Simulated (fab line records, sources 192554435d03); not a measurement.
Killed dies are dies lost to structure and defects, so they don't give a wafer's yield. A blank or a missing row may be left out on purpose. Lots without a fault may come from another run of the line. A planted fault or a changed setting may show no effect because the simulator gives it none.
A struck lot beside a sound one | flow n5_finfet | 15 steps out of a route of 1938
Sound: wafers L603.1, L603.4, L603.5. Struck: wafers L593.1, L593.3, L593.6. The cause comes at the end.
At each step with rows: each side's tool, then ch and its chambers, then its first start. Under that, the readings that differ: sound wafers | struck wafers | difference of the means | sigmas: that difference in standard deviations of wafers without a fault.
alike: readings whose means differ by less than 2 such deviations, and words and numbers that are the same on both sides. not compared: withheld readings, readings that some wafer has no value for, bounds like >300 that may hide the same value, and numbers for which the record gives no deviation and whose values overlap.
The two part at a step that has a row with sigmas, a row that says differs or no value, or rows on one side only. Numbers that don't overlap but have no deviation are shown without sigmas and don't part them. A reading that every wafer of one side lacks parts them only if that side has two wafers or more.

N5_BEOL_M4_SPUTTER_92: material Cu, target thk 4.5 nm, time 8.29 s.
  sound on pvd_sputter-03, day 14 08:04; struck on pvd_sputter-02, day 12 18:36
  alike: throttle_valve_pct
then, 1 step without rows for these wafers: N5_BEOL_M4_ANNEAL_93 (time 240 s).
N5_BEOL_M4_SPUTTER_94: material Cu, target thk 4.5 nm, time 8.29 s.
  sound on pvd_sputter-03, day 14 08:17; struck on pvd_sputter-02, day 12 18:49
  alike: throttle_valve_pct
then, 1 step without rows for these wafers: N5_BEOL_M4_ANNEAL_95 (time 240 s).
N5_BEOL_M4_SPUTTER_96: material Cu, target thk 4.5 nm, time 8.29 s.
  sound on pvd_sputter-03, day 14 08:31; struck on pvd_sputter-02, day 12 19:02
  alike: throttle_valve_pct
then, 3 steps without rows for these wafers: N5_BEOL_M4_ECD_50 (material Cu, target thk 300 nm); N5_BEOL_M4_ANNEAL_51 (time 90 s); N5_BEOL_M4_CMP_52 (polishes, stops on SiOC, t overpolish 6.8 s, target thk 40 nm).
N5_BEOL_M4_THK_MEAS_53: measures by xrf.
  sound on film_metro-02, day 14 09:18; struck on film_metro-02, day 12 19:59
  alike: M4_THK
N5_BEOL_M4_PRE_CLEAN_60: time 15 s.
  sound on cvd_co-02 ch 0,2, day 14 09:20; struck on cvd_co-01 ch 1,2, day 12 20:01
  alike: heater_power_w
N5_BEOL_M4_CO_CAP_55: material Co, precursor CCTBA/H2, target thk 2 nm, time 102.1 s.
  sound on cvd_co-02 ch 0,2, day 14 09:22; struck on cvd_co-01 ch 1,2, day 12 20:04
  alike: heater_power_w
then, 1 step without rows for these wafers: N5_BEOL_M4_PRE_CLEAN_56 (time 15 s).
N5_BEOL_M4_DEP_57: deposits SiCN from 3MS/NH3, target thk 8 nm, time 14 s.
  sound on pecvd-03 ch 0,1,2, day 14 09:29; struck on pecvd-01 ch 0,1, day 12 20:11
  no value came back on the struck wafers for any of 5 readings (chamber_pressure_Torr (Torr), rf_fwd_power_W (W) and others); on the sound wafers chamber_pressure_Torr (Torr) reads 3.010 3.016 3.009
N5_BEOL_M4_RC_MEAS_101:
  the record has rows for the sound wafers here (prober-01 ch 0, day 14 09:37) and none for the struck ones
-- the record jumps here: 4 days lie between the struck wafers' starts before and after (it left off in module BEOL_M4 and takes up again in module PASSIVATION, whose first step shown is number 1936 of the route) --
N5_PASSIVATION_PROBE_49:
  the record has rows for the struck wafers here (prober-02, day 17 06:11) and none for the sound ones

WHERE THEY PART
First at N5_BEOL_M4_DEP_57; last, within this record, at N5_PASSIVATION_PROBE_49.

WHY: what the simulator had put in
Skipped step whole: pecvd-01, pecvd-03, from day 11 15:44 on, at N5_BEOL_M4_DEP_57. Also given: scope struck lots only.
